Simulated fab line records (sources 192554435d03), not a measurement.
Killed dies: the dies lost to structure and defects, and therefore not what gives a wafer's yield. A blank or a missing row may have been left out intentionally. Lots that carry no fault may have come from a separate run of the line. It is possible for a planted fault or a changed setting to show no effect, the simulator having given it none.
Chamber matching :: flow n5-finfet :: N5_BEOL_M0_SAQP_DESCUM_19 on rie-diel-02 has 4 sister chambers
The step chemistry O2, time 7.9 s. 4 wafers are shown with their chamber, then 11 later ones without.

== WAFERS PAIRED WITH THEIR CHAMBERS ==
wafer: L089.2
chamber: 1
showerhead-plenum-p-Torr (Torr): 2.17

wafer: L089.4
chamber: 2
showerhead-plenum-p-Torr (Torr): 2.06

wafer: L089.5
chamber: 0
showerhead-plenum-p-Torr (Torr): 2.09

wafer: L092.1
chamber: 3
showerhead-plenum-p-Torr (Torr): 2.02

== WAFERS MISSING THEIR CHAMBER ==
wafer: L092.2
showerhead-plenum-p-Torr (Torr): 2.06

wafer: L092.3
showerhead-plenum-p-Torr (Torr): 2.17

wafer: L095.3
showerhead-plenum-p-Torr (Torr): 2.06

wafer: L095.4
showerhead-plenum-p-Torr (Torr): 2.01

wafer: L095.5
showerhead-plenum-p-Torr (Torr): 2.17

wafer: L096.2
showerhead-plenum-p-Torr (Torr): 2.01

wafer: L096.3
showerhead-plenum-p-Torr (Torr): 2.06

wafer: L096.5
showerhead-plenum-p-Torr (Torr): 2.09

wafer: L097.2
showerhead-plenum-p-Torr (Torr): 2.17

wafer: L097.4
showerhead-plenum-p-Torr (Torr): 2.09

wafer: L097.6
showerhead-plenum-p-Torr (Torr): 2.01

== THE CHAMBER EACH PASSED THROUGH ==
wafer: L092.2
from the rows above: 2
in truth: 2

wafer: L092.3
from the rows above: 1
in truth: 1

wafer: L095.3
from the rows above: 2
in truth: 2

wafer: L095.4
from the rows above: 3
in truth: 3

wafer: L095.5
from the rows above: 1
in truth: 1

wafer: L096.2
from the rows above: 3
in truth: 3

wafer: L096.3
from the rows above: 2
in truth: 2

wafer: L096.5
from the rows above: 0
in truth: 0

wafer: L097.2
from the rows above: 1
in truth: 1

wafer: L097.4
from the rows above: 0
in truth: 0

wafer: L097.6
from the rows above: 3
in truth: 3
11 of 11 placed correctly. Can't be placed from these rows: 0. Placed wrongly: 0.
How it was worked out, from the rows above alone: a wafer's distance from a chamber is the root of the sum, over the readings, of the square of ((its reading less the chamber's mean) divided by the reading's scatter). The wafer belongs to the nearest chamber; if the next one is less than 2 further off, it can't be placed. The mean given for a chamber averages the wafers shown for that chamber. The scatter: root of mean squared gap, hidden wafer to nearest shown wafer, with one shown wafer a chamber.
